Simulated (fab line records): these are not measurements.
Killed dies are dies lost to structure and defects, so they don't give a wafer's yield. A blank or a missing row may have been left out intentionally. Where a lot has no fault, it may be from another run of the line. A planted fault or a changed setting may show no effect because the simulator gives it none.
Lot-split experiment :: flow n5 finfet :: 21 wafers read across 7 lots, on a route 1938 steps long

== THE SPLIT ITSELF ==
At N5_BEOL_M12_COAT_04 (resist thk 400 nm), the setting spin rpm was moved away from the recipe's 1625 rpm on 4 of the 21 wafers read, by +8.4% to +10.2%. For the rest of the wafers, this setting stayed at what the recipe calls for.

== FROM THE SPLIT TO THE READING: what the file shows between them, 5 steps ==
- N5_BEOL_M12_PEB_08: peb time 90 s (also split here: peb time s)
- N5_BEOL_M12_DEVELOP_09: develop time 45 s
- N5_BEOL_M12_HARDBAKE_14: time 120 s
- N5_BEOL_M12_DESCUM_15: chemistry O2, time 7.9 s
- N5_BEOL_M12_ETCH_59: etches BARC in N2/H2, target depth 89 nm, overetch 26.7 nm, time 67.9 s

== THE READING ==
coat_of_BEOL_M12_COAT_04.thk nm (the simulator's own value, which no gauge read), in nm, at N5_BEOL_M12_VIA_ETCH_16 (etches SiOC in C4F8/O2/Ar, target depth 724.8 nm). The file does not state a usual value for it. Here, 17 wafers ran the recipe; their average is 124.8 nm with a standard deviation of 3.9 nm.

wafer: L074.1
tool, chamber at the split: litho track-04, 0
spin rpm as run, rpm: 1625
against the recipe: recipe
coat_of_BEOL_M12_COAT_04.thk nm, nm: 125.6
against lot-mates on the recipe: -

wafer: L074.4
tool, chamber at the split: litho track-04, 0
spin rpm as run, rpm: 1625
against the recipe: recipe
coat_of_BEOL_M12_COAT_04.thk nm, nm: 123.6
against lot-mates on the recipe: -

wafer: L074.6
tool, chamber at the split: litho track-04, 0
spin rpm as run, rpm: 1770
against the recipe: +8.9%
coat_of_BEOL_M12_COAT_04.thk nm, nm: 104.2
against lot-mates on the recipe: -20.4

wafer: L078.1
tool, chamber at the split: litho track-04, 0
spin rpm as run, rpm: 1625
against the recipe: recipe
coat_of_BEOL_M12_COAT_04.thk nm, nm: 135.6
against lot-mates on the recipe: -

wafer: L078.2
tool, chamber at the split: litho track-04, 0
spin rpm as run, rpm: 1625
against the recipe: recipe
coat_of_BEOL_M12_COAT_04.thk nm, nm: 126.8
against lot-mates on the recipe: -

wafer: L078.5
tool, chamber at the split: litho track-04, 0
spin rpm as run, rpm: 1625
against the recipe: recipe
coat_of_BEOL_M12_COAT_04.thk nm, nm: 127.6
against lot-mates on the recipe: -

wafer: L081.1
tool, chamber at the split: litho track-04, 0
spin rpm as run, rpm: 1625
against the recipe: recipe
coat_of_BEOL_M12_COAT_04.thk nm, nm: 127.2
against lot-mates on the recipe: -

wafer: L081.4
tool, chamber at the split: litho track-04, 0
spin rpm as run, rpm: 1625
against the recipe: recipe
coat_of_BEOL_M12_COAT_04.thk nm, nm: 120.2
against lot-mates on the recipe: -

wafer: L081.6
tool, chamber at the split: litho track-04, 0
spin rpm as run, rpm: 1625
against the recipe: recipe
coat_of_BEOL_M12_COAT_04.thk nm, nm: 120
against lot-mates on the recipe: -

wafer: L084.2
tool, chamber at the split: litho track-04, 0
spin rpm as run, rpm: 1625
against the recipe: recipe
coat_of_BEOL_M12_COAT_04.thk nm, nm: 125.2
against lot-mates on the recipe: -

wafer: L084.3
tool, chamber at the split: litho track-04, 0
spin rpm as run, rpm: 1625
against the recipe: recipe
coat_of_BEOL_M12_COAT_04.thk nm, nm: 125.4
against lot-mates on the recipe: -

wafer: L084.6
tool, chamber at the split: litho track-04, 0
spin rpm as run, rpm: 1625
against the recipe: recipe
coat_of_BEOL_M12_COAT_04.thk nm, nm: 118.4
against lot-mates on the recipe: -

wafer: L083.1
tool, chamber at the split: litho track-05, 0
spin rpm as run, rpm: 1625
against the recipe: recipe
coat_of_BEOL_M12_COAT_04.thk nm, nm: 122.4
against lot-mates on the recipe: -

wafer: L083.2
tool, chamber at the split: litho track-05, 0
spin rpm as run, rpm: 1625
against the recipe: recipe
coat_of_BEOL_M12_COAT_04.thk nm, nm: 128
against lot-mates on the recipe: -

wafer: L083.4
tool, chamber at the split: litho track-05, 0
spin rpm as run, rpm: 1625
against the recipe: recipe
coat_of_BEOL_M12_COAT_04.thk nm, nm: 122
against lot-mates on the recipe: -

wafer: L093.3
tool, chamber at the split: litho track-05, 0
spin rpm as run, rpm: 1625
against the recipe: recipe
coat_of_BEOL_M12_COAT_04.thk nm, nm: 127.8
against lot-mates on the recipe: -

wafer: L093.4
tool, chamber at the split: litho track-05, 0
spin rpm as run, rpm: 1762
against the recipe: +8.4%
coat_of_BEOL_M12_COAT_04.thk nm, nm: 105.4
against lot-mates on the recipe: -19.3

wafer: L093.6
tool, chamber at the split: litho track-05, 0
spin rpm as run, rpm: 1625
against the recipe: recipe
coat_of_BEOL_M12_COAT_04.thk nm, nm: 121.6
against lot-mates on the recipe: -

wafer: L094.1
tool, chamber at the split: litho track-04, 0
spin rpm as run, rpm: 1791
against the recipe: +10.2%
coat_of_BEOL_M12_COAT_04.thk nm, nm: 109.4
against lot-mates on the recipe: -15.4

wafer: L094.5
tool, chamber at the split: litho track-04, 0
spin rpm as run, rpm: 1625
against the recipe: recipe
coat_of_BEOL_M12_COAT_04.thk nm, nm: 124.8
against lot-mates on the recipe: -

wafer: L094.6
tool, chamber at the split: litho track-04, 0
spin rpm as run, rpm: 1791
against the recipe: +10.2%
coat_of_BEOL_M12_COAT_04.thk nm, nm: 103
against lot-mates on the recipe: -21.8

THE FIT
A straight line over all 21 wafers: coat_of_BEOL_M12_COAT_04.thk nm changes by -2.02 nm for each +1% of spin rpm; r = -0.89; the points scatter about the line by 4 nm.
The same after taking each lot's own level away (the mean of its wafers on the recipe; 21 wafers): -2.01 nm for each +1%; r = -0.93; scatter 3.2 nm.
Per that fit: largest spin rpm move, reading shift of 21 nm.
The span of the lots' own levels, 122.47 to 130.00 nm, comes to 1.9 times the standard deviation stated above.
The two slopes are in agreement: the lot-to-lot level therefore moves the slope only a little.
Check: with one of the wafers moved furthest among these (+10.2%) left out of the fit, the line predicts -22.7 nm for it against its lot-mates. It came out at -15.4 nm against them.

== OTHER SPLITS ON THESE WAFERS ==
These wafers also went through other splits before the reading. Each is held against what the fit with the lots' levels taken away leaves over:
other split on the same wafers: N5_BEOL_M7_EXPOSE_25 dose mj
wafers away from the commonest value: 7
r with coat_of_BEOL_M12_COAT_04.thk nm (lot level and that fit taken away): +0.29

other split on the same wafers: N5_BEOL_M7_VIA_ETCH_34 bias w
wafers away from the commonest value: 5
r with coat_of_BEOL_M12_COAT_04.thk nm (lot level and that fit taken away): -0.13

other split on the same wafers: N5_BEOL_M7_TRENCH_ETCH_37 source w
wafers away from the commonest value: 10
r with coat_of_BEOL_M12_COAT_04.thk nm (lot level and that fit taken away): +0.07

other split on the same wafers: N5_BEOL_M9_COAT_22 spin rpm
wafers away from the commonest value: 6
r with coat_of_BEOL_M12_COAT_04.thk nm (lot level and that fit taken away): +0.13

other split on the same wafers: N5_BEOL_M10_COAT_22 spin rpm
wafers away from the commonest value: 7
r with coat_of_BEOL_M12_COAT_04.thk nm (lot level and that fit taken away): -0.02

other split on the same wafers: N5_BEOL_M10_EXPOSE_25 dose mj
wafers away from the commonest value: 4
r with coat_of_BEOL_M12_COAT_04.thk nm (lot level and that fit taken away): +0.07

other split on the same wafers: N5_BEOL_M11_TRENCH_ETCH_37 source w
wafers away from the commonest value: 9
r with coat_of_BEOL_M12_COAT_04.thk nm (lot level and that fit taken away): +0.01

other split on the same wafers: N5_BEOL_M12_PEB_08 peb time s
wafers away from the commonest value: 5
r with coat_of_BEOL_M12_COAT_04.thk nm (lot level and that fit taken away): +0.01

== THE WHOLE CHAIN: every reading that the file lists as answering this split, in the file's order ==
step: N5_BEOL_M12_COAT_04
what it does: resist thk 400 nm
reading: coat_of_BEOL_M12_COAT_04.thk nm (the simulator's own value, which no gauge read)
change (the file's fit): -1.89 nm for each +1% of the setting
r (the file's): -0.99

step: N5_BEOL_M12_VIA_ETCH_16
what it does: etches SiOC in C4F8/O2/Ar, target depth 724.8 nm
reading: coat_of_BEOL_M12_COAT_04.thk nm (the simulator's own value, which no gauge read)
change (the file's fit): -2.1 nm for each +1% of the setting
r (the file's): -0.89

step: N5_BEOL_M12_STRIP_63
what it does: strips in N2/H2
reading: strip time to endpoint s
change (the file's fit): withheld for each +1% of the setting
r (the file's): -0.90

== THE FILE'S OWN FIT ==
coat_of_BEOL_M12_COAT_04.thk nm changes by -2.1 nm for each +1% of spin rpm, r = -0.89.
